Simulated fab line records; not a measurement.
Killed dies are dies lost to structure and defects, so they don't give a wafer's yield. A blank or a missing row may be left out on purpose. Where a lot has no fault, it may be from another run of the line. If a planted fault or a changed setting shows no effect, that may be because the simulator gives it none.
Chamber matching | flow n5_finfet | pecvd-03 running N5_BEOL_M0_SAQP_HM_DEP_111: 3 sister chambers
The step deposits SiO2 from SiH4/N2O, target thk 12 nm, time 7.2 s. 16 wafers are shown with their chamber, then 8 later ones without.

== WAFERS WITH THEIR CHAMBER ==
wafer  | chamber | showerhead_plenum_p_Torr (Torr) | heater_power_w (W) | rf_fwd_power_W (W)
L077.2 | 1       | 7.94                            | 711                | 272.6
L077.5 | 2       | 8.00                            | 698                | 271.8
L077.6 | 1       | 7.96                            | 710                | 273.7
L078.1 | 2       | 8.00                            | 720                | 271.8
L078.4 | 1       | 7.95                            | 750                | 271.4
L078.6 | 2       | 8.00                            | 724                | 273.2
L079.1 | 2       | 8.00                            | 755                | 272.7
L079.3 | 1       | 7.95                            | 735                | 271.8
L079.5 | 0       | 7.90                            | 602                | 270.9
L081.2 | 1       | 7.94                            | 817                | 272.3
L081.5 | 0       | 7.91                            | 678                | 271.7
L081.6 | 1       | 7.95                            | 813                | 271.9
L084.2 | 0       | 7.91                            | 657                | 271.2
L084.4 | 2       | 7.99                            | 719                | 274.1
L084.5 | 1       | 7.96                            | 812                | 271.4
L086.2 | 1       | 7.95                            | 804                | 273.1

SIGNATURES, as means of the wafers listed above
reading                  | chamber 0 | chamber 1 | chamber 2 | scatter within a chamber
showerhead_plenum_p_Torr | 7.9067    | 7.9500    | 7.9980    | 0.00648
heater_power_w           | 645.67    | 769.00    | 723.20    | 39.6
rf_fwd_power_W           | 271.267   | 272.275   | 272.720   | 0.826
Rule: for each reading, subtract the chamber's mean from the wafer's reading, divide by that reading's scatter and square the result; add these up over the readings and take the root, which gives the wafer's distance from the chamber. If the next closest chamber is less than 2 further off than the closest, the wafer can't be placed; otherwise it belongs to the closest. The scatter is the square root of a quotient: the sum, over the shown wafers, of each reading's squared deviation from its chamber's mean, divided by wafers minus chambers.

== WAFERS WHOSE CHAMBER IS MISSING ==
wafer  | showerhead_plenum_p_Torr (Torr) | heater_power_w (W) | rf_fwd_power_W (W)
L086.3 | 7.91                            | 637                | 270.2
L086.4 | 8.00                            | 732                | 273.6
L091.1 | 7.92                            | 607                | 271.4
L091.3 | 7.96                            | 793                | 271.3
L091.6 | 7.94                            | 810                | 271.1
L092.1 | 7.93                            | 763                | 272.0
L092.2 | 7.91                            | 679                | 271.8
L092.6 | 7.94                            | 775                | 271.6

== THE CHAMBER EACH PASSED THROUGH ==
wafer  | from the rows above     | in truth
L086.3 | 0                       | 0
L086.4 | 2                       | 2
L091.1 | 0                       | 0
L091.3 | 1                       | 1
L091.6 | 1                       | 1
L092.1 | can't be placed: 1 or 0 | 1
L092.2 | 0                       | 0
L092.6 | 1                       | 1
Placed correctly: 7 of 8. From these rows, 1 cannot be placed; in 1 the true chamber is one of the candidates. Placed wrongly: 0.
